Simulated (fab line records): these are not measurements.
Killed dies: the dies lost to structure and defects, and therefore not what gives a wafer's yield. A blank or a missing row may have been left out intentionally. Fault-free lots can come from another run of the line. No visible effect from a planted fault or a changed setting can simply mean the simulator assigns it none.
Struck lot and sound lot, side by side    flow nand_harc    12 out of 1302 route steps
Sound: the wafers L677.2, L677.3, L677.6. Wafers L684.1, L684.3, L684.5 were the ones struck. The cause comes at the end.
Each step with rows lists, per side, the tool, then ch with its chambers, then its first start. Under that, the readings that differ: sound wafers    struck wafers    difference of the means    sigmas: that difference in standard deviations of wafers without a fault.
alike: a reading whose means differ by less than 2 such deviations, as well as words and numbers matching on both sides. not compared: withheld readings; readings where some wafer has no value; bounds like >300 that might hide an equal value; numbers whose values overlap and for which the record gives no deviation.
A row with sigmas, a row that says differs or no value, or rows on one side alone: a step with any of these is where the two part. Non-overlapping numbers with no deviation appear without sigmas and do not part them. Lack of a reading on every wafer of one side parts them only where that side has two or more wafers.

first, 1 step without rows for these wafers: NHARC_A_CHANNEL_FILL_D2_ANNEAL_22 (time 7200 s).
NHARC_A_CHANNEL_FILL_D2_ALD_25: deposits SiOx, target thk 60 nm, pulse time 10 s, ald cycles 600.
  sound on ald_hk-03 ch 0,1,2, day 17 03:46; struck on ald_hk-01 ch 0,1,3, day 20 10:13
  alike: heater_power_w, precursor_pulse_height_rel
NHARC_A_CHANNEL_FILL_D2_ETCHBACK_08: etches the open film in C4F8, target depth 220 nm, time 110 s.
  sound on rie_diel-10 ch 0,1,2; struck on rie_diel-10 ch 0,1
reading                sound           struck          difference  sigmas
oes_product_au (a.u.)  1.01 1.01 1.00  0.92 0.93 0.93  -0.08       -2
  alike: rf_vpp_V
  not compared: rf_hours_counter_h
NHARC_A_CHANNEL_FILL_D2_STRIP_29: strips in O2, time 20 s.
  sound on rie_diel-10 ch 0,1,3; struck on rie_diel-10 ch 0,1,2
  alike: drypump_motor_current_A, o2_flow_sccm, oes_product_au, rf_vpp_V, showerhead_plenum_p_Torr, throttle_valve_pct
  not compared: rf_hours_counter_h
then, 3 steps without rows for these wafers: NHARC_A_CHANNEL_FILL_D2_PRECLEAN_30 (cleans in dHF, time 30 s); NHARC_A_CHANNEL_FILL_D2_SRD_31; NHARC_A_CHANNEL_FILL_D2_CVD_09 (deposits poly-Si, target thk 150 nm, time 3000 s).
NHARC_A_CHANNEL_FILL_D2_CMP_10: polishes, target thk 150 nm.
  sound on cmp-02 ch 1,2,3, day 17 14:37; struck on cmp-02 ch 0,1,2, day 20 21:59
  alike: motor_current_A, time_to_endpoint_s
following that, these wafers have no rows for 1 step: NHARC_A_CHANNEL_FILL_D2_SRD_12.
NHARC_A_CHANNEL_FILL_D2_RTA_24: time 5 s.
  sound on rtp_anneal-01 ch 0, day 17 15:04; struck on rtp_anneal-01 ch 0, day 20 22:44
  alike: lamp_power_pct, lamp_zone_3_pct, wafer_temp_C_max
NHARC_A_CHANNEL_FILL_D2_INSPECT_13:
  struck on defect_inspect-02, day 20 22:55; sound on defect_inspect-01, day 17 15:14
  alike: raw_defect_count
following that, these wafers have no rows for 1 step: NHARC_END_SORT_01.

== WHERE THEY PART ==
NHARC_A_CHANNEL_FILL_D2_ETCHBACK_08 only, going by this record. Later steps at which nothing parts them and some readings are alike: NHARC_A_CHANNEL_FILL_D2_STRIP_29, NHARC_A_CHANNEL_FILL_D2_CMP_10, NHARC_A_CHANNEL_FILL_D2_RTA_24, NHARC_A_CHANNEL_FILL_D2_INSPECT_13.

WHY: what the simulator had put in
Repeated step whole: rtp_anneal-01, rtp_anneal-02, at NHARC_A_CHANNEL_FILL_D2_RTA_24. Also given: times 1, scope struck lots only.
